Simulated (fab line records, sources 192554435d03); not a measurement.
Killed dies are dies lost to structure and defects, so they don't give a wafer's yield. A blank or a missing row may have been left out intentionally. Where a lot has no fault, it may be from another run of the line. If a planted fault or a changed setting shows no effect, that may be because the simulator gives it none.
Split-lot trial :: flow n5Finfet :: 21 wafers read across 7 lots, on a route 1938 steps long

ON THE SPLIT
At N5_BEOL_M5_COAT_65 (time 60 s, resist thk 60 nm), the setting spinRpm was moved away from the recipe's 1500 rpm on 2 of the 21 wafers read, by -10.9% to +8.0%. For the rest of the wafers, this setting stayed at what the recipe calls for.

FROM THE SPLIT TO THE READING: what the file shows between them, 6 steps
- N5_BEOL_M5_COAT_74: time 60 s, resist thk 5 nm (also split here: spinRpm)
- N5_BEOL_M5_COAT_22: resist thk 30 nm
- N5_BEOL_M5_EBR_24
- N5_BEOL_M5_DESCUM_33: chemistry O2, time 7 s
- N5_BEOL_M5_ETCH_75: etches underlayer in N2/H2, target depth 6.5 nm, time 5.2 s
- N5_BEOL_M5_ETCH_67: etches SiARC in CF4, target depth 15.6 nm, time 26 s

THE READING
etch.depthNm (the simulator's own value, which no gauge read), in nm, at N5_BEOL_M5_ETCH_68 (etches SOC in N2/H2, target depth 80 nm, overetch 16 nm, time 120 s). There is no usual value for it anywhere in the file. The 19 wafers here that ran the recipe average 60.09 nm, standard deviation 0.23 nm.

wafer: L078.3
tool, chamber at the split: lithoTrack-01, 0
spinRpm as run, rpm: 1500
against the recipe: recipe
etch.depthNm, nm: 60.27
against lot-mates on the recipe: -

wafer: L078.4
tool, chamber at the split: lithoTrack-01, 0
spinRpm as run, rpm: 1500
against the recipe: recipe
etch.depthNm, nm: 60.23
against lot-mates on the recipe: -

wafer: L078.6
tool, chamber at the split: lithoTrack-01, 0
spinRpm as run, rpm: 1500
against the recipe: recipe
etch.depthNm, nm: 60.48
against lot-mates on the recipe: -

wafer: L080.1
tool, chamber at the split: lithoTrack-01, 0
spinRpm as run, rpm: 1500
against the recipe: recipe
etch.depthNm, nm: 60.25
against lot-mates on the recipe: -

wafer: L080.2
tool, chamber at the split: lithoTrack-01, 0
spinRpm as run, rpm: 1500
against the recipe: recipe
etch.depthNm, nm: 60.24
against lot-mates on the recipe: -

wafer: L080.6
tool, chamber at the split: lithoTrack-01, 0
spinRpm as run, rpm: 1500
against the recipe: recipe
etch.depthNm, nm: 60.21
against lot-mates on the recipe: -

wafer: L082.1
tool, chamber at the split: lithoTrack-01, 0
spinRpm as run, rpm: 1500
against the recipe: recipe
etch.depthNm, nm: 60.08
against lot-mates on the recipe: -

wafer: L082.3
tool, chamber at the split: lithoTrack-01, 0
spinRpm as run, rpm: 1500
against the recipe: recipe
etch.depthNm, nm: 60.16
against lot-mates on the recipe: -

wafer: L082.6
tool, chamber at the split: lithoTrack-01, 0
spinRpm as run, rpm: 1500
against the recipe: recipe
etch.depthNm, nm: 59.96
against lot-mates on the recipe: -

wafer: L084.2
tool, chamber at the split: lithoTrack-01, 0
spinRpm as run, rpm: 1500
against the recipe: recipe
etch.depthNm, nm: 59.48
against lot-mates on the recipe: -

wafer: L084.3
tool, chamber at the split: lithoTrack-01, 0
spinRpm as run, rpm: 1500
against the recipe: recipe
etch.depthNm, nm: 59.76
against lot-mates on the recipe: -

wafer: L084.4
tool, chamber at the split: lithoTrack-01, 0
spinRpm as run, rpm: 1500
against the recipe: recipe
etch.depthNm, nm: 59.72
against lot-mates on the recipe: -

wafer: L087.2
tool, chamber at the split: lithoTrack-04, 0
spinRpm as run, rpm: 1337
against the recipe: -10.9%
etch.depthNm, nm: 63.4
against lot-mates on the recipe: +3.40

wafer: L087.3
tool, chamber at the split: lithoTrack-04, 0
spinRpm as run, rpm: 1500
against the recipe: recipe
etch.depthNm, nm: 60
against lot-mates on the recipe: -

wafer: L087.6
tool, chamber at the split: lithoTrack-04, 0
spinRpm as run, rpm: 1500
against the recipe: recipe
etch.depthNm, nm: 60.01
against lot-mates on the recipe: -

wafer: L093.1
tool, chamber at the split: lithoTrack-04, 0
spinRpm as run, rpm: 1500
against the recipe: recipe
etch.depthNm, nm: 60.3
against lot-mates on the recipe: -

wafer: L093.3
tool, chamber at the split: lithoTrack-04, 0
spinRpm as run, rpm: 1500
against the recipe: recipe
etch.depthNm, nm: 60.1
against lot-mates on the recipe: -

wafer: L093.6
tool, chamber at the split: lithoTrack-04, 0
spinRpm as run, rpm: 1500
against the recipe: recipe
etch.depthNm, nm: 60.1
against lot-mates on the recipe: -

wafer: L094.2
tool, chamber at the split: lithoTrack-04, 0
spinRpm as run, rpm: 1500
against the recipe: recipe
etch.depthNm, nm: 60.25
against lot-mates on the recipe: -

wafer: L094.3
tool, chamber at the split: lithoTrack-04, 0
spinRpm as run, rpm: 1500
against the recipe: recipe
etch.depthNm, nm: 60.08
against lot-mates on the recipe: -

wafer: L094.5
tool, chamber at the split: lithoTrack-04, 0
spinRpm as run, rpm: 1620
against the recipe: +8.0%
etch.depthNm, nm: 57.79
against lot-mates on the recipe: -2.38

THE FIT
A straight line over all 21 wafers: etch.depthNm changes by -0.298 nm for each +1% of spinRpm; r = -0.97; the points scatter about the line by 0.23 nm.
The same after taking each lot's own level away (the mean of its wafers on the recipe; 21 wafers): -0.307 nm for each +1%; r = -1.00; scatter 0.09 nm.
On that fit, the largest move of spinRpm shifts the reading by 3.3 nm.
From 59.653 to 60.327 nm: that is the span of the lots' own levels, equal to 2.9 times the standard deviation above.
The two slopes are in agreement: the lot-to-lot level therefore moves the slope only a little.
Check: +3.23 nm against its lot-mates is what the line predicts for one of the wafers moved furthest among these (-10.9%) when that wafer is left out of the fit. Against them it came out at +3.4 nm.

THESE WAFERS: OTHER SPLITS
Other splits were also applied to these wafers ahead of the reading. Each is held against what the fit with the lots' levels taken away leaves over:
other split on the same wafers: N5_BEOL_M4_DEP_57 timeS
wafers away from the commonest value: 7
r with etch.depthNm (lot level and that fit taken away): -0.08

other split on the same wafers: N5_BEOL_M5_COAT_74 spinRpm
wafers away from the commonest value: 5
r with etch.depthNm (lot level and that fit taken away): -0.17

THE WHOLE CHAIN: every reading that the file lists as answering this split, in the file's order
step: N5_BEOL_M5_COAT_65
what it does: time 60 s, resist thk 60 nm
reading: SOC_of_BEOL_M5_COAT_65.thkNm (the simulator's own value, which no gauge read)
change (the file's fit): -0.304 nm for each +1% of the setting
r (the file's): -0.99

step: N5_BEOL_M5_ETCH_68
what it does: etches SOC in N2/H2, target depth 80 nm, overetch 16 nm, time 120 s
reading: etch.depthNm (the simulator's own value, which no gauge read)
change (the file's fit): -0.307 nm for each +1% of the setting
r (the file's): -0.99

FILE'S OWN FIT
etch.depthNm changes by -0.307 nm for each +1% of spinRpm, r = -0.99.
